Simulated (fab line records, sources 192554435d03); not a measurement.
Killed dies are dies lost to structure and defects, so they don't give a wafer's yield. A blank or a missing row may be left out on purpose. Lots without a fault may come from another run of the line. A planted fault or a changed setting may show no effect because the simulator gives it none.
fab line records | flow n5_finfet
record lots=4 wafers=12 last_day=20
route steps=1938 shown BEOL_M4@1038 PASSIVATION@1936
lots that met no fault: from a run of the same line without faults
start_h: hours from the record's first day to the start of the lot's first wafer shown | wait_h: hours since the lot's step before | " the same as in the row above | L1.1+2: a row that stands for several wafers | - no value, or no start given | * or withheld: withheld | < > ~ a bound
route shown NAME@n: a module of which the file shows steps, and the number in the route of the first | usual: mean/standard deviation of fault-free wafers | same: alike in all rows | chamber/n: place in a boat | sites: the reading at each site | _std_site: their standard deviation | _edge_site: outer sites' mean less inner sites' | radius_mm: how far each site lies from the wafer's centre | mask NAME#n: copy n | behind: the tool/chamber that last shaped the wafer | hold: why the lot was held/for how many hours/how that ended | device: the transistor (n, p or np) that didn't switch | end of line: the same wafers' tests at the end of the route | a step without rows: its recipe alone | killed: dies lost to structure and defects at the first sort, not the wafer's yield | map: a wafer's dies, x killed, . not, _ none there
set.NAME: the setting as run; set.NAME@STEP: as run at that earlier step | model.NAME: the simulator's own value behind a step, which no gauge read
lots at some steps of the route; a table a step, a row a wafer
services: from which hour (start_h, from the record's first day; less than 0 if before it) a tool's chamber was out of use, for how many hours, and why
## steps
# step N5_BEOL_M4_ETCH_74
# recipe chemistry=N2/H2 target=underlayer target_depth_a=65 mask_material=CAR-EUV time_s=5.2 ion_energy_ev=200 pressure_mtorr=30 source_w=840 bias_w=150 n2_flow_sccm=200 h2_flow_sccm=200 ends=cleared
# step N5_BEOL_M4_ETCH_63
# recipe chemistry=CF4 target=SiARC target_depth_a=156 mask_material=CAR-EUV time_s=26 ion_energy_ev=80 pressure_mtorr=40 source_w=545 bias_w=36 Ar_flow_sccm=100 cf4_flow_sccm=100 ends=cleared
# step N5_BEOL_M4_ETCH_64
# recipe chemistry=N2/H2 target=SOC target_depth_a=750 overetch_a=225 mask_material=SiARC temp_c=40 time_s=121.9 ion_energy_ev=200 pressure_mtorr=30 source_w=840 bias_w=150 n2_flow_sccm=200 h2_flow_sccm=200
# step N5_BEOL_M4_STRIP_65
# recipe chemistry=N2/H2 temp_c=40 n2_flow_sccm=200 h2_flow_sccm=200 rf_frequency_hz=6e+07
# step N5_BEOL_M4_STRIP_75
# recipe chemistry=N2/H2 temp_c=40 n2_flow_sccm=200 h2_flow_sccm=200 rf_frequency_hz=6e+07
# step N5_BEOL_M4_STRIP_66
# recipe chemistry=CF4 resist=SiARC power_w=300 bias_power_w=75 pressure_mtorr=50 cf4_flow_sccm=150 rf_frequency_hz=6e+07
# step N5_BEOL_M4_HM_OPEN_17
# recipe chemistry=Cl2/BCl3 target_depth_a=200 overetch_a=60 target=TiN mask_material=SOC ion_energy_ev=150 pressure_mtorr=10 icp_w=1000 bias_w=126 Cl2_flow_sccm=53.25 bcl3_flow_sccm=21.75 Ar_flow_sccm=25
# step N5_BEOL_M4_STRIP_19
# recipe chemistry=O2 power_w=400 temp_c=40 pressure_mtorr=30 rf_frequency_hz=6e+07 bias_power_w=0 overash_fraction=0.2 o2_flow_sccm=225
# step N5_BEOL_M4_COAT_67
# recipe resist=SOC temp_c=250 time_s=60 spin_rpm=1500 resist_thk_nm=60
# step N5_BEOL_M4_COAT_68
# recipe resist=SiARC temp_c=220 time_s=60 spin_rpm=1500 resist_thk_nm=12
# step N5_BEOL_M4_COAT_76
# recipe resist=underlayer temp_c=205 time_s=60 spin_rpm=1500 resist_thk_nm=5
# step N5_BEOL_M4_COAT_22
# recipe resist=CAR-EUV spin_rpm=1500 resist_thk_nm=30
# usual spin_speed_rpm=1500.0/0.87
# columns lot.wafer tool chamber start_h wait_h spin_speed_rpm model.CAR-EUV_of_BEOL_M4_COAT_22.thk_nm
L789.3 litho_track-03 0 235.92 - 1498.5 30
L789.4 " 0 " " 1498.9 30
L789.6 " 0 " " 1499.6 30
L802.1 litho_track-03 0 319.22 - 1716.9 28.2
L802.2 " 0 " " 1716.7 28
L802.4 " 0 " " 1717.2 28.2
L788.3 litho_track-02 0 321.75 - 1500.8 29.8
L788.4 " 0 " " 1500.6 29.8
L788.5 " 0 " " 1499.5 29.8
L803.3 litho_track-03 0 345.64 - 1719.0 28
L803.4 " 0 " " 1718.3 28
L803.5 " 0 " " 1718.3 28.2
# step N5_BEOL_M4_EBR_24
# recipe solvent=PGMEA ebr_width_mm=1.5
# step N5_BEOL_M4_SOFTBAKE_23
# recipe temp_c=110 time_s=60 resist=CAR-EUV
# step N5_BEOL_M4_EXPOSE_25
# recipe mask_id=V3 na=0.33 source_shape=quasar sigma_inner=0.2 sigma_outer=0.8 polarization=unpolarized defocus_nm=5 dose_mj=63
# step N5_BEOL_M4_PEB_26
# recipe peb_temp_c=100 peb_time_s=60 resist=CAR-EUV
# step N5_BEOL_M4_DEVELOP_27
# recipe develop_time_s=30 developer=TMAH resist=CAR-EUV rinse_liquid=surfactant_rinse dry=air_spin dev_temp_c=23
# step N5_BEOL_M4_DESCUM_33
# recipe chemistry=O2 time_s=7 source_power_w=50 bias_power_w=20 pressure_mtorr=20 rf_frequency_hz=2.712e+07 temp_c=40 resist=CAR-EUV o2_flow_sccm=225
# step N5_BEOL_M4_ETCH_77
# recipe chemistry=N2/H2 target=underlayer target_depth_a=65 mask_material=CAR-EUV time_s=5.2 ion_energy_ev=200 pressure_mtorr=30 source_w=840 bias_w=150 n2_flow_sccm=200 h2_flow_sccm=200 ends=cleared
# step N5_BEOL_M4_ETCH_69
# recipe chemistry=CF4 target=SiARC target_depth_a=156 mask_material=CAR-EUV time_s=26 ion_energy_ev=80 pressure_mtorr=40 source_w=545 bias_w=36 Ar_flow_sccm=100 cf4_flow_sccm=100 ends=cleared
# step N5_BEOL_M4_ALD_98
# recipe material=SiO2 target_thk_a=25 temp_c=100 ald_precursor_family=BDEAS ald_co_reactant=O2-plasma pulse_time_s=1 co_reactant_pulse_time_s=1 purge_time_s=2 co_reactant_purge_time_s=2 ald_cycles=17 pressure_torr=2
# step N5_BEOL_M4_ETCHBACK_99
# recipe chemistry=CHF3 target=SiO2 target_depth_a=50 time_s=10.4 source_w=215 bias_w=47 Ar_flow_sccm=200 CHF3_flow_sccm=12 ion_energy_ev=100 pressure_mtorr=30
# usual chamber_pressure_mTorr=30.000/0.025 drypump_motor_current_A=5.7/0.43 oes_f_703_au=0.77/0.092 oes_product_au=0.77/0.096 rf_vpp_V=241.6/2.3 showerhead_plenum_p_Torr=2.16/0.04 throttle_valve_pct=17.07/0.21
# same time_s=10.4
# columns lot.wafer tool chamber start_h wait_h chamber_pressure_mTorr drypump_motor_current_A oes_f_703_au oes_product_au rf_hours_counter_h rf_vpp_V showerhead_plenum_p_Torr throttle_valve_pct model.CAR-EUV_of_BEOL_M4_COAT_22.thk_nm
L789.3 rie_diel-04 3 260.99 24.0 29.986 5.3 0.67 0.66 246 237.0 2.21 17.34 10.4
L789.4 " 2 " " 30.003 6.2 0.73 0.72 - 241.9 2.12 17.12 10.4
L789.6 " 1 " " 30.017 5.3 0.68 0.67 - 243.5 2.21 17.12 10.4
L802.1 rie_diel-02 1 322.73 2.9 30.007 5.7 0.70 0.68 233 244.5 2.13 17.32 8.6
L802.2 " 0 " " 29.930 6.2 0.77 0.78 119 240.7 2.16 17.04 8.4
L802.4 " 2 " " 29.997 4.9 0.69 0.69 221 243.6 2.13 17.40 8.4
L788.3 rie_diel-02 3 342.96 20.5 29.993 5.8 0.90 0.91 27 241.6 2.19 16.86 10.2
L788.4 " 1 " " 30.018 5.7 0.69 0.69 240 245.0 2.13 17.34 10.2
L788.5 " 0 " " 29.970 6.2 0.77 0.78 - 242.7 2.15 17.06 10.2
L803.3 rie_diel-04 3 362.74 16.5 30.004 5.3 0.90 0.90 27 236.6 2.20 16.95 8.4
L803.4 " 3 " " 29.987 5.3 0.90 0.90 - 235.2 2.20 16.92 8.4
L803.5 " 1 " " 30.006 5.3 0.91 0.91 - 242.8 2.20 16.72 8.4
# step N5_BEOL_M4_ETCH_70
# recipe chemistry=N2/H2 target=SOC target_depth_a=800 overetch_a=240 mask_material=SiARC temp_c=40 time_s=130 ion_energy_ev=200 pressure_mtorr=30 source_w=840 bias_w=150 n2_flow_sccm=200 h2_flow_sccm=200
# step N5_BEOL_M4_RC_MEAS_101
# usual DIBL_N=36.0/1.3 DIBL_P=36.2/1.7 IOFF_N=0.155/0.024 IOFF_P=0.21/0.034 ION_N=674/9 ION_P=463/7.1 SS_N=71.4/0.5 SS_P=73.4/0.57 VT_N=250.0/2.8 VT_P=-251/3.2
# columns lot.wafer tool chamber start_h wait_h DIBL_N[mV/V] DIBL_P[mV/V] IOFF_N[nA/um] IOFF_P[nA/um] ION_N[uA/um] ION_P[uA/um] SS_N[mV/dec] SS_P[mV/dec] VT_N[mV] VT_P[mV]
L789.3 prober-02 0 266.12 0.3 36.2 36.6 0.155 0.21 678 466 71.7 74.1 250.0 -248
L789.4 " 0 " " 34.7 34.7 0.128 0.18 679 466 71.3 73.0 250.6 -251
L789.6 " 0 " " 36.4 36.1 0.148 0.20 679 470 72.3 73.0 248.2 -250
L802.1 prober-01 0 327.21 0.0 36.0 35.8 0.151 0.23 683 470 72.1 73.0 251.5 -248
L802.2 " 0 " " 37.4 37.8 0.175 0.26 684 477 71.5 73.9 246.8 -245
L802.4 " 0 " " 37.0 36.7 0.169 0.24 678 469 72.1 73.8 250.7 -248
L788.3 prober-02 0 347.60 0.3 36.5 37.7 0.170 0.21 685 462 71.5 74.0 247.0 -250
L788.4 " 0 " " 37.6 38.7 0.187 0.23 672 460 71.6 74.2 249.8 -250
L788.5 " 0 " " 37.2 37.9 0.179 0.21 671 457 71.6 73.6 248.8 -252
L803.3 prober-01 0 369.74 0.3 36.5 37.8 0.169 0.22 677 467 72.0 73.8 246.4 -251
L803.4 " 0 " " 36.6 38.2 0.188 0.24 689 471 72.0 73.6 246.5 -249
L803.5 " 0 " " 36.4 37.4 0.172 0.22 679 462 71.7 73.4 246.8 -250
# step N5_PASSIVATION_PROBE_49
# usual defect_limited_yield=90.8/1.7 killed_at_M0_to_M3=37/12 killed_at_M4_up=15/5.6 killed_at_contacts=13/6.9 killed_at_front_end=40/11 killed_at_other=4/3.2 killed_dies=109/20 killed_on_rim=14/4.3 killed_open=73/15 killed_short=35/8.3 sort_bin_5_function=5.4/1.1 sort_bin_6_memory=3.5/0.73 sort_n_pass=1071/20 sort_yield_pct=90.8/1.7
# same gross_dies=1180 killed_at_back_side=0 sort_bin_4_leakage[%]=0 sort_bin_8_speed[%]=0
# columns lot.wafer tool chamber start_h wait_h defect_limited_yield[%] killed_at_M0_to_M3 killed_at_M4_up killed_at_contacts killed_at_front_end killed_at_other killed_dies killed_on_rim killed_open killed_short sort_bin_5_function[%] sort_bin_6_memory[%] sort_n_pass sort_yield_pct[%]
L789.3 prober-02 - 376.44 0.1 92.2 33 17 6 30 6 92 13 64 24 4.3 3.3 1088 92.2
L789.4 prober-02 - 376.49 0.2 87.6 33 23 29 58 3 146 19 109 36 7.9 4.5 1034 87.6
L789.6 prober-02 - 376.59 0.3 89.7 51 10 9 49 3 122 19 86 34 6.4 3.6 1058 89.7
L802.1 prober-02 - 435.21 0.0 92.7 18 17 18 30 3 86 6 55 31 4.0 3.1 1094 92.7
L802.2 prober-02 - 435.26 0.1 89.5 31 24 19 50 0 124 17 96 26 6.2 4.2 1056 89.5
L802.4 prober-02 - 435.36 0.2 89.0 43 31 15 41 0 130 15 89 40 6.2 4.4 1050 89.0
L788.3 prober-01 - 467.07 0.1 91.9 38 26 6 25 1 96 17 62 31 4.7 3.3 1084 91.9
L788.4 prober-01 - 467.12 0.2 91.4 46 17 9 24 5 101 17 73 27 4.8 3.6 1079 91.4
L788.5 prober-01 - 467.17 0.2 92.0 35 19 10 29 1 94 15 64 25 4.7 2.8 1086 92.0
L803.3 prober-02 - 478.54 0.1 89.7 56 14 10 35 6 121 19 85 33 6.5 3.6 1059 89.7
L803.4 prober-02 - 478.59 0.2 91.2 24 22 11 45 2 104 9 75 27 5.8 2.8 1076 91.2
L803.5 prober-02 - 478.64 0.2 89.8 42 26 15 31 6 120 16 87 31 6.0 4.2 1060 89.8
# killed by level:class
L789.3 STI_FIN_REVEAL:geometric_particle:open=10 FIN_SAQP:geometric_particle:short=7 BEOL_M2:geometric_particle:open=6 FIN_SAQP:geometric_particle:open=5 BEOL_M0_SAQP:geometric_particle:open=5 BEOL_M1:geometric_particle:open=5 BEOL_M4:geometric_particle:open=5 MOL_CONTACT_COAG:geometric_particle:open=4
L789.4 FIN_SAQP:geometric_particle:open=20 MOL_CONTACT_COAG:geometric_particle:open=20 STI_FIN_REVEAL:geometric_particle:open=14 FIN_SAQP:geometric_particle:short=9 MOL_CONTACT_COAG:geometric_particle:short=9 BEOL_M2:geometric_particle:open=8 BEOL_M5:geometric_particle:open=7 BEOL_M1:geometric_particle:open=7
L789.6 FIN_SAQP:geometric_particle:open=11 STI_FIN_REVEAL:geometric_particle:open=11 FIN_SAQP:geometric_particle:short=10 BEOL_M0_SAQP:geometric_particle:open=10 BEOL_M2:geometric_particle:open=10 BEOL_M1:geometric_particle:open=9 BEOL_M3:geometric_particle:open=9 MOL_CONTACT_COAG:geometric_particle:open=7
L802.1 MOL_CONTACT_COAG:geometric_particle:open=10 MOL_CONTACT_COAG:geometric_particle:short=8 BEOL_M4:geometric_particle:open=8 FIN_SAQP:geometric_particle:short=6 STI_FIN_REVEAL:geometric_particle:open=6 BEOL_M5:geometric_particle:open=6 FIN_SAQP:geometric_particle:open=5 BEOL_M2:geometric_particle:open=5
L802.2 MOL_CONTACT_COAG:geometric_particle:open=15 BEOL_M2:geometric_particle:open=13 BEOL_M4:geometric_particle:open=12 DUMMY_GATE:geometric_particle:open=11 STI_FIN_REVEAL:geometric_particle:open=10 BEOL_M3:geometric_particle:open=9 FIN_SAQP:geometric_particle:short=8 BEOL_M8:geometric_particle:open=8
L802.4 FIN_SAQP:geometric_particle:short=11 MOL_CONTACT_COAG:geometric_particle:open=11 BEOL_M0_SAQP:geometric_particle:open=11 BEOL_M2:geometric_particle:open=7 BEOL_M0_SAQP:geometric_particle:short=7 BEOL_M1:geometric_particle:open=7 BEOL_M5:geometric_particle:open=7 BEOL_M7:geometric_particle:open=7
L788.3 BEOL_M0_SAQP:geometric_particle:open=14 BEOL_M0_SAQP:geometric_particle:short=10 BEOL_M4:geometric_particle:open=8 GATE_CUT:geometric_particle:short=7 BEOL_M5:geometric_particle:open=7 DUMMY_GATE:geometric_particle:open=6 MOL_CONTACT_COAG:geometric_particle:open=5 BEOL_M2:geometric_particle:open=5
L788.4 BEOL_M1:geometric_particle:open=14 BEOL_M0_SAQP:geometric_particle:open=9 BEOL_M2:geometric_particle:open=9 MOL_CONTACT_COAG:geometric_particle:open=7 STI_FIN_REVEAL:geometric_particle:open=6 BEOL_M4:geometric_particle:open=6 DUMMY_GATE:geometric_particle:open=5 BEOL_M0_SAQP:geometric_particle:short=5
L788.5 BEOL_M1:geometric_particle:open=11 MOL_CONTACT_COAG:geometric_particle:open=8 STI_FIN_REVEAL:geometric_particle:open=7 BEOL_M4:geometric_particle:short=6 BEOL_M3:geometric_particle:open=5 GATE_CUT:geometric_particle:open=5 BEOL_M2:geometric_particle:open=5 BEOL_M5:geometric_particle:open=5
L803.3 BEOL_M1:geometric_particle:open=18 STI_FIN_REVEAL:geometric_particle:open=10 BEOL_M2:geometric_particle:open=10 MOL_CONTACT_COAG:geometric_particle:open=9 FIN_SAQP:geometric_particle:open=8 BEOL_M0_SAQP:geometric_particle:open=7 BEOL_M3:geometric_particle:open=6 BEOL_M2:geometric_particle:short=5
L803.4 STI_FIN_REVEAL:geometric_particle:open=15 BEOL_M4:geometric_particle:open=13 MOL_CONTACT_COAG:geometric_particle:open=9 ILD0:geometric_particle:short=8 BEOL_M1:geometric_particle:open=6 BEOL_M2:geometric_particle:open=5 BEOL_M3:geometric_particle:open=5 FIN_SAQP:geometric_particle:short=4
L803.5 STI_FIN_REVEAL:geometric_particle:open=15 BEOL_M2:geometric_particle:open=14 MOL_CONTACT_COAG:geometric_particle:open=13 BEOL_M4:geometric_particle:open=9 BEOL_M0_SAQP:geometric_particle:open=7 BEOL_M0_SAQP:geometric_particle:short=6 BEOL_M1:geometric_particle:open=5 FIN_SAQP:geometric_particle:short=3
## services
# columns tool chamber start_h hours kind
rie_diel-02 1 217.15 5.2 repair
rie_diel-04 3 230.56 7.6 repair
rie_diel-02 3 237.75 - clean
rie_diel-02 3 237.75 - consumable_replace:esc
rie_diel-02 3 237.75 - consumable_replace:focus_ring
rie_diel-02 3 237.75 29.9 scheduled_down
rie_diel-02 3 237.75 29.9 vent_cycle
rie_diel-04 0 244.50 - clean
rie_diel-04 0 244.50 - consumable_replace:focus_ring
rie_diel-04 0 244.50 19.1 scheduled_down
rie_diel-04 0 244.50 19.1 vent_cycle
rie_diel-04 2 263.68 2.8 repair
rie_diel-04 3 271.32 - clean
rie_diel-04 3 271.32 - consumable_replace:focus_ring
rie_diel-04 3 271.32 13.8 scheduled_down
rie_diel-04 3 271.32 13.8 vent_cycle
rie_diel-04 - 278.67 4.3 pm
rie_diel-04 1 290.93 - clean
rie_diel-04 1 290.93 - consumable_replace:focus_ring
rie_diel-04 1 290.93 23.5 scheduled_down
rie_diel-04 1 290.93 23.5 vent_cycle
rie_diel-02 2 303.28 3.9 repair
rie_diel-04 2 360.94 - clean
rie_diel-04 2 360.94 - consumable_replace:focus_ring
## key
first_sign step=N5_BEOL_M4_COAT_22 reading=spin_speed_rpm direction=up sigmas=99+ usual=* struck=*
effect none on later readings
model_effect step=N5_BEOL_M4_COAT_22 value=CAR-EUV_of_BEOL_M4_COAT_22.thk_nm without=30.03 struck=28.1
model_effect step=N5_BEOL_M4_ETCHBACK_99 value=CAR-EUV_of_BEOL_M4_COAT_22.thk_nm without=10.37 struck=8.433
met_at N5_BEOL_M4_COAT_22
struck_wafers L802.1,L802.2,L802.4,L803.3,L803.4,L803.5
onset_between 235.92 319.22
fault kind=process_parameter_drift tool=litho_track-03 chamber=- onset_h=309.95 steps=N5_BEOL_M4_COAT_22 channel=spin_rpm offset=* shape=step end_h=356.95 acts_in=* stated=*
